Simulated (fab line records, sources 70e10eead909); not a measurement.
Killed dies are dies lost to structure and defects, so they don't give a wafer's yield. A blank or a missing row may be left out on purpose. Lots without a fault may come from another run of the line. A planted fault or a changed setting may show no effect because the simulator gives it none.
Chamber matching | flow nand_harc | NHARC_A_CHANNEL_FILL_D1_ALD_02 on ald_hk-04: 4 sister chambers
The step deposits SiO2, target thk 6 nm, pulse time 10 s, ald cycles 60. 20 wafers are shown with their chamber, then 10 later ones without.

WAFERS WITH THEIR CHAMBER
wafer  | chamber | heater_power_w (W) | precursor_pulse_height_rel
L077.2 | 0       | 514                | 0.972
L077.3 | 1       | 443                | 0.976
L077.4 | 2       | 461                | 0.975
L080.1 | 3       | 510                | 1.007
L080.2 | 0       | 505                | 0.985
L080.4 | 2       | 467                | 1.004
L085.2 | 1       | 441                | 0.979
L085.5 | 0       | 508                | 0.982
L085.6 | 1       | 443                | 0.986
L088.1 | 2       | 482                | 0.976
L088.4 | 0       | 497                | 0.997
L088.5 | 3       | 505                | 0.977
L088.2 | 3       | 511                | 0.999
L088.3 | 1       | 434                | 0.991
L088.6 | 2       | 452                | 0.988
L090.1 | 0       | 486                | 0.985
L090.3 | 3       | 515                | 1.013
L090.5 | 3       | 502                | 0.999
L092.2 | 0       | 502                | 0.977
L092.5 | 1       | 431                | 1.002

SIGNATURES (means of the wafers above)
reading                    | chamber 0 | chamber 1 | chamber 2 | chamber 3 | scatter within a chamber
heater_power_w             | 502.00    | 438.40    | 465.50    | 508.60    | 8.57
precursor_pulse_height_rel | 0.98300   | 0.98680   | 0.98575   | 0.99900   | 0.0114
Rule: a wafer's distance from a chamber is the root of the sum, over the readings, of the square of ((its reading less the chamber's mean) divided by the reading's scatter). The wafer belongs to the nearest chamber; if the next one is less than 2 further off, it can't be placed. The scatter: the root of (the sum of the squares of (reading less its chamber's mean) over the shown wafers, divided by (wafers less chambers)).

WAFERS WITHOUT THEIR CHAMBER
wafer  | heater_power_w (W) | precursor_pulse_height_rel
L092.6 | 460                | 1.000
L095.1 | 467                | 0.998
L095.2 | 516                | 1.060
L095.4 | 445                | 1.007
L095.3 | 503                | 0.978
L095.5 | 441                | 0.979
L095.6 | 459                | 1.021
L094.2 | 512                | 1.005
L094.5 | 446                | 1.013
L094.6 | 520                | 0.971

WHICH CHAMBER EACH WENT THROUGH
wafer  | from the rows above     | in truth
L092.6 | can't be placed: 2 or 1 | 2
L095.1 | 2                       | 2
L095.2 | can't be placed: 3 or 0 | 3
L095.4 | can't be placed: 1 or 2 | 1
L095.3 | can't be placed: 0 or 3 | 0
L095.5 | 1                       | 1
L095.6 | can't be placed: 2 or 1 | 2
L094.2 | can't be placed: 3 or 0 | 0
L094.5 | can't be placed: 1 or 2 | 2
L094.6 | can't be placed: 0 or 3 | 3
Placed correctly: 2 of 10. Can't be placed from these rows: 8 (the true chamber is among the candidates in 8). Placed wrongly: 0.
